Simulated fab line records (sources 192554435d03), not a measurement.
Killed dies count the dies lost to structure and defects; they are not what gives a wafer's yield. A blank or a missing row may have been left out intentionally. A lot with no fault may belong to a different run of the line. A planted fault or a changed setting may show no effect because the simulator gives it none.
Split-lot study    flow n5_finfet    21 wafers read across 7 lots, on a route 1938 steps long

== ON THE SPLIT ==
At N5_SD_EPI_P_PEB_07 (peb time 60 s), the setting peb_time_s was moved away from the recipe's 60 s on 4 of the 21 wafers read, by -17.1% to +12.5%. This setting was run at the recipe's value on the other wafers.

== SPLIT TO READING: what lies between them in the file, 1 step ==
- N5_SD_EPI_P_DEVELOP_08: develop time 30 s

== THE READING ==
At N5_SD_EPI_P_CD_MEAS_09: cd_nm in nanometres, against a target cd of 240 nm. Fault-free wafers of this fab line usually give 239.7 nm, standard deviation 0.83 nm.

wafer   tool, chamber at the split  peb_time_s as run, s  against the recipe  cd_nm, nm  against lot-mates on the recipe
L076.1  litho_track-01, 0           60                    recipe              238.8      -
L076.3  litho_track-01, 0           60                    recipe              239.7      -
L076.5  litho_track-01, 0           60                    recipe              239.0      -
L077.2  litho_track-01, 0           60                    recipe              238.1      -
L077.3  litho_track-01, 0           60                    recipe              239.4      -
L077.6  litho_track-01, 0           60                    recipe              238.7      -
L078.3  litho_track-04, 0           60                    recipe              240.1      -
L078.4  litho_track-04, 0           60                    recipe              240.0      -
L078.6  litho_track-04, 0           60                    recipe              241.1      -
L080.3  litho_track-04, 0           60                    recipe              240.1      -
L080.4  litho_track-04, 0           60                    recipe              240.7      -
L080.5  litho_track-04, 0           49.75                 -17.1%              231.9      -8.5
L083.3  litho_track-05, 0           49.94                 -16.8%              234.3      -6.4
L083.5  litho_track-05, 0           60                    recipe              240.4      -
L083.6  litho_track-05, 0           60                    recipe              241.1      -
L086.1  litho_track-04, 0           67.51                 +12.5%              243.5      +4.0
L086.3  litho_track-04, 0           60                    recipe              239.5      -
L086.5  litho_track-04, 0           67.51                 +12.5%              243.2      +3.7
L091.1  litho_track-01, 0           60                    recipe              239.9      -
L091.3  litho_track-01, 0           60                    recipe              239.8      -
L091.4  litho_track-01, 0           60                    recipe              240.9      -

THE FIT
A straight line over all 21 wafers: cd_nm changes by +0.355 nm for each +1% of peb_time_s; r = +0.93; the points scatter about the line by 0.94 nm.
The same after taking each lot's own level away (the mean of its wafers on the recipe; 21 wafers): +0.393 nm for each +1%; r = +0.97; scatter 0.65 nm.
According to that fit, moving peb_time_s by its largest amount changes the reading by 6.7 nm.
From 238.73 to 240.75 nm: that is the span of the lots' own levels, equal to 2.4 times the standard deviation above.
The two slopes agree, so the slope changes little with the lot-to-lot level.
Check: with one of the wafers moved furthest among these (-17.1%) left out of the fit, the line predicts -5.98 nm for it against its lot-mates. It came out at -8.5 nm against them.

== THESE WAFERS: OTHER SPLITS ==
These wafers also went through other splits before the reading. Each is held against what the fit with the lots' levels taken away leaves over:
other split on the same wafers   wafers away from the commonest value  r with cd_nm (lot level and that fit taken away)
N5_DUMMY_GATE_EXPOSE_12 dose_mj  7                                     +0.11
N5_SD_EPI_P_COAT_34 spin_rpm     6                                     +0.04

== THE WHOLE CHAIN: every reading that the file lists as answering this split, in the file's order ==
step                    what it does                                            reading                                                          change (the file's fit)                r (the file's)
N5_SD_EPI_P_CD_MEAS_09  target cd 240 nm                                        cd_nm                                                            +0.413 nm for each +1% of the setting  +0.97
N5_SD_EPI_P_DESCUM_14   chemistry O2, time 7.9 s                                SD_EPI_P.cd_nm (the simulator's own value, which no gauge read)  +0.4 nm for each +1% of the setting    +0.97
N5_SD_EPI_P_ETCH_36     etches SiARC in CF4, target depth 45.5 nm, time 75.8 s  SD_EPI_P.cd_nm (the simulator's own value, which no gauge read)  +0.414 nm for each +1% of the setting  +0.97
N5_SD_EPI_P_ETCH_37     etches SOC in N2/H2, overetch 108 nm, time 486 s        SD_EPI_P.cd_nm (the simulator's own value, which no gauge read)  +0.518 nm for each +1% of the setting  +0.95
N5_SD_EPI_P_ETCH_47     etches SiOCN in CH3F/O2, target depth 25 nm             SD_EPI_P.cd_nm (the simulator's own value, which no gauge read)  +0.514 nm for each +1% of the setting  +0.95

== THE FILE'S OWN FIT ==
cd_nm changes by +0.413 nm for each +1% of peb_time_s, r = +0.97.
